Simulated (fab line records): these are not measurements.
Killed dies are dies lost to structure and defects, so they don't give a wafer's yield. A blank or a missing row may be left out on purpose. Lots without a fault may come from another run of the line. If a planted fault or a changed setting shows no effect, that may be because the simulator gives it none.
Chamber matching || flow nand-harc || NHARC_A_BLC_ALD_23 on ald-metal-01 has 4 sister chambers
The step deposits TiN, target thk 3 nm, pulse time 1 s, ald cycles 150. 8 wafers are shown with their chamber, then 7 later ones without.

## WAFERS PAIRED WITH THEIR CHAMBERS
{"wafer": "L469.2", "chamber": 2, "heater-power-w (W)": 1147, "precursor-pulse-height-rel": 0.992}
{"wafer": "L469.5", "chamber": 2, "heater-power-w (W)": 1174, "precursor-pulse-height-rel": 0.962}
{"wafer": "L475.3", "chamber": 3, "heater-power-w (W)": 1280, "precursor-pulse-height-rel": 1.006}
{"wafer": "L475.4", "chamber": 0, "heater-power-w (W)": 1051, "precursor-pulse-height-rel": 0.995}
{"wafer": "L477.3", "chamber": 3, "heater-power-w (W)": 1292, "precursor-pulse-height-rel": 1.036}
{"wafer": "L477.6", "chamber": 1, "heater-power-w (W)": 1053, "precursor-pulse-height-rel": 1.013}
{"wafer": "L481.2", "chamber": 1, "heater-power-w (W)": 1090, "precursor-pulse-height-rel": 0.970}
{"wafer": "L481.4", "chamber": 0, "heater-power-w (W)": 1026, "precursor-pulse-height-rel": 0.992}

## WAFERS WITH NO CHAMBER GIVEN
{"wafer": "L481.6", "heater-power-w (W)": 1132, "precursor-pulse-height-rel": 0.971}
{"wafer": "L483.2", "heater-power-w (W)": 1183, "precursor-pulse-height-rel": 1.000}
{"wafer": "L483.3", "heater-power-w (W)": 1014, "precursor-pulse-height-rel": 1.010}
{"wafer": "L483.4", "heater-power-w (W)": 1158, "precursor-pulse-height-rel": 0.994}
{"wafer": "L484.3", "heater-power-w (W)": 1018, "precursor-pulse-height-rel": 1.015}
{"wafer": "L484.4", "heater-power-w (W)": 1202, "precursor-pulse-height-rel": 1.002}
{"wafer": "L484.5", "heater-power-w (W)": 1000, "precursor-pulse-height-rel": 1.025}

## THE CHAMBER EACH PASSED THROUGH
{"wafer": "L481.6", "from the rows above": "can't be placed: 2 or 1", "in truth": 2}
{"wafer": "L483.2", "from the rows above": 2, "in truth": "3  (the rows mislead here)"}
{"wafer": "L483.3", "from the rows above": "can't be placed: 0 or 1", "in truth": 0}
{"wafer": "L483.4", "from the rows above": 2, "in truth": 2}
{"wafer": "L484.3", "from the rows above": "can't be placed: 0 or 1", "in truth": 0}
{"wafer": "L484.4", "from the rows above": 2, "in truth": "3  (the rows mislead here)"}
{"wafer": "L484.5", "from the rows above": "can't be placed: 0 or 1", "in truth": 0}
Correctly placed: 1 of 7. Not placeable from these rows: 4 (in 4, the candidates include the true chamber). Placed wrongly: 2.
How it was worked out, from the rows above alone: a wafer's distance from a chamber is the root of the sum, over the readings, of the square of ((its reading less the chamber's mean) divided by the reading's scatter). The wafer belongs to the nearest chamber; if the next one is less than 2 further off, it can't be placed. The mean given for a chamber averages the wafers shown for that chamber. How the scatter is found: for the shown wafers, subtract from each reading the mean of its chamber, square and add these, divide the total by (wafers less chambers), then take the root.
